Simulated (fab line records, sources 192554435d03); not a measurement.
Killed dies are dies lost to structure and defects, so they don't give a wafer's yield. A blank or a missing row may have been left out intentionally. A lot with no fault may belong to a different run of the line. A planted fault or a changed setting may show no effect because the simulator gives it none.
The same fault as seen by 3 desks	flow n5Finfet	every desk sees just its own numbers, and what lay behind them comes last

## THE DEFECT DESK
Inspection counts along the route, by lot: the mean over sampled wafers that carry a number. If a lot's mean is further than 4 standard deviations from the usual mean, the lot is out of limits and carries the mark OUT (the distance appears in the brackets).
Columns: A = rawDefectCount at N5_BEOL_M10_INSPECT_13, usual 423
lot	first seen here	A
L596	day 11 14:31	389
L600	day 12 05:59	381
L608	day 14 01:29	518
L607	day 14 17:44	429
L614	day 15 23:59	319
L615	day 16 10:08	400
This desk's verdict: no lot among the 6 shows anything out of limits.

## METROLOGY DESK
Means of the sampled wafers that have a number, per lot and without regard to the tool the lot ran on: this is what the gauges read. If a lot's mean is further than 4 standard deviations from the usual mean, the lot is out of limits and carries the mark OUT (the distance appears in the brackets).
Columns: A = cdNm at N5_BEOL_M10_CD_MEAS_11, usual 64.1 nm; B = M10_OVL at N5_BEOL_M10_OVL_MEAS_12, usual 0.4 nm
lot	first seen here	A	B
L596	day 11 14:28	64.6	1.1
L600	day 12 05:56	64.1	0.2
L608	day 14 01:26	63.1	1.4
L607	day 14 17:41	64.3	0.7
L614	day 15 23:56	64.3	-0.3
L615	day 16 10:05	63.2	0.3
This desk's verdict: no lot among the 6 shows anything out of limits.

## FOR THE TOOL OWNER'S DESK: rieMetal-03
The tool's own readings at N5_BEOL_M10_HM_OPEN_17 (chemistry Cl2/BCl3, target TiN, target depth 20 nm, overetch 6 nm): means of the sampled wafers that have a number, for each lot that ran on this tool. If a lot's mean is further than 4 standard deviations from the usual mean, the lot is out of limits and carries the mark OUT (the distance appears in the brackets).
Columns: A = chamberPressureMTorr at N5_BEOL_M10_HM_OPEN_17, usual 9.999 mTorr; B = drypumpMotorCurrentA at N5_BEOL_M10_HM_OPEN_17, usual 5.8 A; C = mfcCl2Sccm at N5_BEOL_M10_HM_OPEN_17, usual 53.23 sccm; D = oes_ar_750_au at N5_BEOL_M10_HM_OPEN_17, usual 0.76 a.u.; E = oesProductAu at N5_BEOL_M10_HM_OPEN_17, usual 0.64 a.u.; F = throttleValvePct at N5_BEOL_M10_HM_OPEN_17, usual 22.36 %
lot	first seen here	A	B	C	D	E	F
L600	day 12 06:20	9.993	6.1	53.17	0.74	0.61	22.41
L608	day 14 02:02	9.999	6.0	53.20	0.77	0.64	22.45
L607	day 14 18:10	9.994	6.0	53.28	0.77	0.64	22.47
This desk's verdict: no lot among the 3 shows anything out of limits.

## TAKEN TOGETHER
The defect desk saw nothing out of limits.
From the metrology desk's view, nothing was out of limits.
Nothing out of limits was seen by the tool owner's desk.

## WHAT THE SIMULATOR HAD INSERTED
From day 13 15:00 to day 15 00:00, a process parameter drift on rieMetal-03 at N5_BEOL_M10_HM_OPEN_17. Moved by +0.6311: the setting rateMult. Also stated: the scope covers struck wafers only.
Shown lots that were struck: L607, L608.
